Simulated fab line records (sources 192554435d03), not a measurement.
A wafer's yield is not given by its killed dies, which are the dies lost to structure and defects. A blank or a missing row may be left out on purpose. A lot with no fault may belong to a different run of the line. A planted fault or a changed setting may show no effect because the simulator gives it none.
Split-lot experiment / flow n5 finfet / route with 1938 steps; 7 lots, 21 wafers read

== ON THE SPLIT ==
At N5_BEOL_M7_HM_DEP_02 (deposits TiN, target thk 20 nm), the setting target thk a was moved away from the recipe's 200 angstrom on 7 of the 21 wafers read, by -10.2% to +13.4%. This setting was run at the recipe's value on the other wafers.

== FROM THE SPLIT TO THE READING: what the file shows between them, 4 steps ==
- N5_BEOL_M7_COAT_59: time 60 s, resist thk 100 nm
- N5_BEOL_M7_COAT_60: time 60 s, resist thk 35 nm
- N5_BEOL_M7_STRIP_68: strips in N2/H2
- N5_BEOL_M7_STRIP_67: strips in CF4

== THE READING ==
etch.depth nm (the simulator's own value, which no gauge read), in nm, at N5_BEOL_M7_HM_OPEN_17 (chemistry Cl2/BCl3, target TiN, target depth 20 nm, overetch 6 nm). No usual value for it is given in the file. Across the 14 wafers here that went through the recipe, the average is 19.94 nm and the standard deviation 0.18 nm.

wafer=L074.1; tool, chamber at the split=pvd sputter-03, -; target thk a as run, angstrom=200; against the recipe=recipe; etch.depth nm, nm=20.25; against lot-mates on the recipe=-
wafer=L074.6; tool, chamber at the split=pvd sputter-03, -; target thk a as run, angstrom=200; against the recipe=recipe; etch.depth nm, nm=20.25; against lot-mates on the recipe=-
wafer=L074.2; tool, chamber at the split=pvd sputter-03, -; target thk a as run, angstrom=200; against the recipe=recipe; etch.depth nm, nm=20.16; against lot-mates on the recipe=-
wafer=L075.1; tool, chamber at the split=pvd sputter-01, -; target thk a as run, angstrom=200; against the recipe=recipe; etch.depth nm, nm=19.74; against lot-mates on the recipe=-
wafer=L075.2; tool, chamber at the split=pvd sputter-01, -; target thk a as run, angstrom=200; against the recipe=recipe; etch.depth nm, nm=19.73; against lot-mates on the recipe=-
wafer=L075.3; tool, chamber at the split=pvd sputter-01, -; target thk a as run, angstrom=200; against the recipe=recipe; etch.depth nm, nm=19.75; against lot-mates on the recipe=-
wafer=L082.2; tool, chamber at the split=pvd sputter-03, -; target thk a as run, angstrom=200; against the recipe=recipe; etch.depth nm, nm=19.87; against lot-mates on the recipe=-
wafer=L082.3; tool, chamber at the split=pvd sputter-03, -; target thk a as run, angstrom=200; against the recipe=recipe; etch.depth nm, nm=19.91; against lot-mates on the recipe=-
wafer=L082.5; tool, chamber at the split=pvd sputter-03, -; target thk a as run, angstrom=187.8; against the recipe=-6.1%; etch.depth nm, nm=18.68; against lot-mates on the recipe=-1.21
wafer=L084.2; tool, chamber at the split=pvd sputter-03, -; target thk a as run, angstrom=200; against the recipe=recipe; etch.depth nm, nm=20.07; against lot-mates on the recipe=-
wafer=L084.3; tool, chamber at the split=pvd sputter-03, -; target thk a as run, angstrom=200; against the recipe=recipe; etch.depth nm, nm=19.96; against lot-mates on the recipe=-
wafer=L084.6; tool, chamber at the split=pvd sputter-03, -; target thk a as run, angstrom=200; against the recipe=recipe; etch.depth nm, nm=19.84; against lot-mates on the recipe=-
wafer=L087.1; tool, chamber at the split=pvd sputter-01, -; target thk a as run, angstrom=226.8; against the recipe=+13.4%; etch.depth nm, nm=22.51; against lot-mates on the recipe=+2.71
wafer=L087.2; tool, chamber at the split=pvd sputter-01, -; target thk a as run, angstrom=200; against the recipe=recipe; etch.depth nm, nm=19.8; against lot-mates on the recipe=-
wafer=L087.5; tool, chamber at the split=pvd sputter-01, -; target thk a as run, angstrom=226.8; against the recipe=+13.4%; etch.depth nm, nm=22.59; against lot-mates on the recipe=+2.79
wafer=L085.1; tool, chamber at the split=pvd sputter-03, -; target thk a as run, angstrom=179.6; against the recipe=-10.2%; etch.depth nm, nm=18.09; against lot-mates on the recipe=-1.98
wafer=L085.4; tool, chamber at the split=pvd sputter-03, -; target thk a as run, angstrom=179.6; against the recipe=-10.2%; etch.depth nm, nm=18.02; against lot-mates on the recipe=-2.05
wafer=L085.6; tool, chamber at the split=pvd sputter-03, -; target thk a as run, angstrom=200; against the recipe=recipe; etch.depth nm, nm=20.07; against lot-mates on the recipe=-
wafer=L097.1; tool, chamber at the split=pvd sputter-01, -; target thk a as run, angstrom=207.9; against the recipe=+4.0%; etch.depth nm, nm=20.7; against lot-mates on the recipe=+0.93
wafer=L097.2; tool, chamber at the split=pvd sputter-01, -; target thk a as run, angstrom=200; against the recipe=recipe; etch.depth nm, nm=19.77; against lot-mates on the recipe=-
wafer=L097.5; tool, chamber at the split=pvd sputter-01, -; target thk a as run, angstrom=207.9; against the recipe=+4.0%; etch.depth nm, nm=20.62; against lot-mates on the recipe=+0.85

THE FIT
A straight line over all 21 wafers: etch.depth nm changes by +0.192 nm for each +1% of target thk a; r = +0.99; the points scatter about the line by 0.16 nm.
The same after taking each lot's own level away (the mean of its wafers on the recipe; 21 wafers): +0.203 nm for each +1%; r = +1.00; scatter 0.056 nm.
That fit puts the effect of the largest move of target thk a on the reading at 2.7 nm.
The lots' own levels span 19.740 to 20.220 nm, that is 2.7 times the standard deviation above.
The two slopes are in agreement: the lot-to-lot level therefore moves the slope only a little.
Check: with one of the wafers moved furthest among these (+13.4%) left out of the fit, the line predicts +2.75 nm for it against its lot-mates. It came out at +2.71 nm against them.

== FURTHER SPLITS ON THESE WAFERS ==
These wafers also went through other splits before the reading. Each is held against what the fit with the lots' levels taken away leaves over:
other split on the same wafers=N5_BEOL_M4_ETCH_64 bias w; wafers away from the commonest value=12; r with etch.depth nm (lot level and that fit taken away)=-0.02
other split on the same wafers=N5_BEOL_M4_COAT_67 spin rpm; wafers away from the commonest value=8; r with etch.depth nm (lot level and that fit taken away)=+0.08
other split on the same wafers=N5_BEOL_M5_ILD_DEP_00 time s; wafers away from the commonest value=3; r with etch.depth nm (lot level and that fit taken away)=+0.46
other split on the same wafers=N5_BEOL_M5_PECVD_70 temp c; wafers away from the commonest value=5; r with etch.depth nm (lot level and that fit taken away)=+0.15
other split on the same wafers=N5_BEOL_M7_PECVD_70 temp c; wafers away from the commonest value=6; r with etch.depth nm (lot level and that fit taken away)=-0.15

== THE WHOLE CHAIN: every reading that the file lists as answering this split, in the file's order ==
step=N5_BEOL_M7_HM_DEP_02; what it does=deposits TiN, target thk 20 nm; reading=TiN_of_BEOL_M7_HM_DEP_02.thk nm (the simulator's own value, which no gauge read); change (the file's fit)=+0.205 nm for each +1% of the setting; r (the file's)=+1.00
step=N5_BEOL_M7_HM_OPEN_17; what it does=chemistry Cl2/BCl3, target TiN, target depth 20 nm, overetch 6 nm; reading=etch.depth nm (the simulator's own value, which no gauge read); change (the file's fit)=+0.203 nm for each +1% of the setting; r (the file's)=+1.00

== THE FILE'S OWN FIT ==
etch.depth nm changes by +0.203 nm for each +1% of target thk a, r = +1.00.
